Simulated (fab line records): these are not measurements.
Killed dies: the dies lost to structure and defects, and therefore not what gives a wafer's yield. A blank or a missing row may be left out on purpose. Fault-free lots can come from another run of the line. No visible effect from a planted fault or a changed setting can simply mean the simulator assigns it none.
Matching of chambers ; flow nand_harc ; rie_diel-06 running NHARC_A_STAIRCASE_ETCH_444: 4 sister chambers
The step etches the open film in C4F8/O2, target depth 20400 nm, time 6800 s. 18 wafers are shown with their chamber, then 9 later ones without.

## EACH WAFER AND ITS CHAMBER
wafer;chamber;rf_vpp_V (V);oes_product_au (a.u.)
L076.1;2;808;0.900
L076.2;0;806;0.928
L076.4;3;806;0.946
L075.2;0;808;0.927
L075.4;3;807;0.936
L075.5;0;808;0.931
L084.2;2;810;0.918
L084.4;0;807;0.949
L084.6;0;807;0.954
L087.2;0;806;0.978
L087.4;2;809;0.954
L087.5;2;807;0.966
L090.1;0;806;0.945
L090.3;2;807;0.909
L090.4;1;805;0.933
L091.1;3;806;0.921
L091.2;2;808;0.917
L091.6;2;809;0.913

SIGNATURES, as means of the wafers listed above
reading;chamber 0;chamber 1;chamber 2;chamber 3;scatter within a chamber
rf_vpp_V;806.86;805.00;808.29;806.33;0.962
oes_product_au;0.94457;0.93300;0.92529;0.93433;0.0206
Rule: a wafer's distance from a chamber is the root of the sum, over the readings, of the square of ((its reading less the chamber's mean) divided by the reading's scatter). If the next closest chamber is less than 2 further off than the closest, the wafer can't be placed; otherwise it belongs to the closest. How the scatter is found: for the shown wafers, subtract from each reading the mean of its chamber, square and add these, divide the total by (wafers less chambers), then take the root.

## WAFERS MISSING THEIR CHAMBER
wafer;rf_vpp_V (V);oes_product_au (a.u.)
L094.1;808;0.911
L094.2;806;0.942
L094.6;803;0.928
L096.2;807;0.919
L096.3;803;0.935
L096.5;804;0.924
L097.3;806;0.918
L097.4;804;0.935
L097.6;807;0.917

## WHICH CHAMBER EACH ONE RAN IN
wafer;from the rows above;in truth
L094.1;can't be placed: 2 or 0 or 3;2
L094.2;can't be placed: 3 or 0 or 1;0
L094.6;can't be placed: 1 or 3 or 0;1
L096.2;can't be placed: 3 or 0 or 2 or 1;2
L096.3;can't be placed: 1 or 3 or 0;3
L096.5;can't be placed: 1 or 3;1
L097.3;can't be placed: 3 or 1 or 0 or 2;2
L097.4;can't be placed: 1 or 3 or 0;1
L097.6;can't be placed: 3 or 0 or 2 or 1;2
0 of 9 placed correctly. Can't be placed from these rows: 9 (the true chamber is among the candidates in 9). Placed wrongly: 0.
